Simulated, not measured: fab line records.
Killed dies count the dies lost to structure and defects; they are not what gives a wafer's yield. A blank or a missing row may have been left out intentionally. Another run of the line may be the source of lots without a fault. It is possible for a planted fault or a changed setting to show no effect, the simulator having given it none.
A struck lot beside a sound one || flow n5Finfet || 15 steps out of a route of 1938
Sound: the wafers L440.3, L440.4, L440.5. The struck wafers were L450.2, L450.4, L450.5. The cause is given at the end.
Per side, at each step with rows, come the tool, then ch with its chambers, and then its first start. Under that, the readings that differ: sound wafers || struck wafers || difference of the means || sigmas: that difference in standard deviations of wafers without a fault.
alike: readings whose means differ by less than 2 such deviations, and words and numbers that are the same on both sides. not compared: withheld readings, readings that some wafer has no value for, bounds like >300 that may hide the same value, and numbers for which the record gives no deviation and whose values overlap.
A row with sigmas, a row that says differs or no value, or rows on one side alone: a step with any of these is where the two part. Numbers that don't overlap but have no deviation are shown without sigmas and don't part them. A reading that every wafer of one side lacks parts them only if that side has two wafers or more.

N5_HKMG_FIN_DESCUM_53: chemistry O2, time 7.9 s.
  sound on rieDiel-05 ch 1,2,3, day 5 00:38; struck on rieDiel-04 ch 0,2, day 7 10:03
  alike: biasPowerW, drypumpMotorCurrentA, oesProductAu, rfVppV, showerheadPlenumPTorr, throttleValvePct
  not compared: rfHoursCounterH
then, 1 step without rows for these wafers: N5_HKMG_FIN_ETCH_54 (etches SiARC in CF4, target depth 45.5 nm, time 75.8 s).
N5_HKMG_FIN_ETCH_55: etches SOC in N2/H2, target depth 240 nm, time 300 s.
  sound on rieDiel-05 ch 1,2,3, day 5 00:43; struck on rieDiel-04 ch 0,2, day 7 10:08
  alike: drypumpMotorCurrentA, oesProductAu, rfVppV, showerheadPlenumPTorr, throttleValvePct
  not compared: rfHoursCounterH
then, 1 step without rows for these wafers: N5_HKMG_FIN_STRIP_56 (strips in N2/H2).
N5_HKMG_FIN_STRIP_57: strips in CF4.
  sound on rieDiel-05 ch 1,2,3, day 5 00:55; struck on rieDiel-04 ch 0,2, day 7 10:20
  alike: biasPowerW, drypumpMotorCurrentA, oesProductAu, rfVppV, showerheadPlenumPTorr, throttleValvePct
  not compared: rfHoursCounterH
then, 1 step without rows for these wafers: N5_HKMG_FIN_ETCH_58 (etches SOC in N2/H2, target depth 215.8 nm, time 741 s).
N5_HKMG_FIN_STRIP_93: strips SOC in N2/H2, time 20 s.
  sound on rieDiel-05 ch 1,2,3, day 5 01:22; struck on rieDiel-04 ch 0,2, day 7 10:47
  alike: biasPowerW, drypumpMotorCurrentA, oesProductAu, rfVppV, showerheadPlenumPTorr, throttleValvePct
  not compared: rfHoursCounterH
then, 1 step without rows for these wafers: N5_HKMG_FIN_WET_ETCH_76 (etches Al2O3 in dNH4OH, stops on La2O3, target depth 2.25 nm, rinse time 30 s).
N5_HKMG_FIN_STRIP_60: strips in N2/H2, time 360 s.
  sound on plasmaAsher-02 ch 0,1, day 5 01:38; struck on plasmaAsher-01 ch 1, day 7 10:56
{"reading": "heaterPowerW (W)", "sound": "471 444 466", "struck": "427 425 430", "difference": -33, "sigmas": -2}
  alike: drypumpMotorCurrentA
  not compared: rfHoursCounterH
then, 3 steps without rows for these wafers: N5_HKMG_FIN_WET_ETCH_77 (etches La2O3 in dHCl, stops on HfO2, target depth 2 nm); N5_HKMG_FIN_WET_ETCH_78 (etches Al2O3 in dNH4OH, stops on La2O3, target depth 4.5 nm, rinse time 30 s); N5_HKMG_FIN_ALD_79 (deposits TiN, target thk 1.5 nm, pulse time 1 s, purge time 3 s).
N5_HKMG_FIN_CVD_62: deposits a-Si from Si2H6, target thk 3 nm, time 20.8 s.
  sound on thermalCvdSi-01 ch 0,1,2, day 5 02:22; struck on thermalCvdSi-01 ch 0,1,2, day 7 11:47
{"reading": "susceptorTempC (C)", "sound": "500.43 500.15 500.30", "struck": "513.17 512.92 512.43", "difference": "+12.55", "sigmas": "+50"}
{"reading": "model.a-Si_of_HKMG_FIN_CVD_62.thkNm (nm)", "sound": "3 3 3.2", "struck": "4.4 4.2 4.4", "difference": "+1.3", "sigmas": ""}
  alike: heaterPowerOuterW, heaterPowerW
then, 1 step without rows for these wafers: N5_HKMG_FIN_RTA_80 (time 2 s).
-- the record jumps here: 8 days lie between the struck wafers' starts before and after (it left off in module HKMG_FIN and takes up again in module PASSIVATION, whose first step shown is number 1936 of the route) --
N5_PASSIVATION_PROBE_49:
  struck on prober-02, day 15 20:13; sound on prober-01, day 12 18:14
  alike: killed_at_M0_to_M3, killed_at_M4_up, killedAtContacts, killedAtFrontEnd, killedAtOther, killedDies, killedOpen, killedShort

## WHERE THEY PART
Earliest at N5_HKMG_FIN_STRIP_60; latest, in this record, at N5_HKMG_FIN_CVD_62. Later steps at which nothing parts them and some readings are alike: N5_PASSIVATION_PROBE_49.

WHY: what the simulator had put in
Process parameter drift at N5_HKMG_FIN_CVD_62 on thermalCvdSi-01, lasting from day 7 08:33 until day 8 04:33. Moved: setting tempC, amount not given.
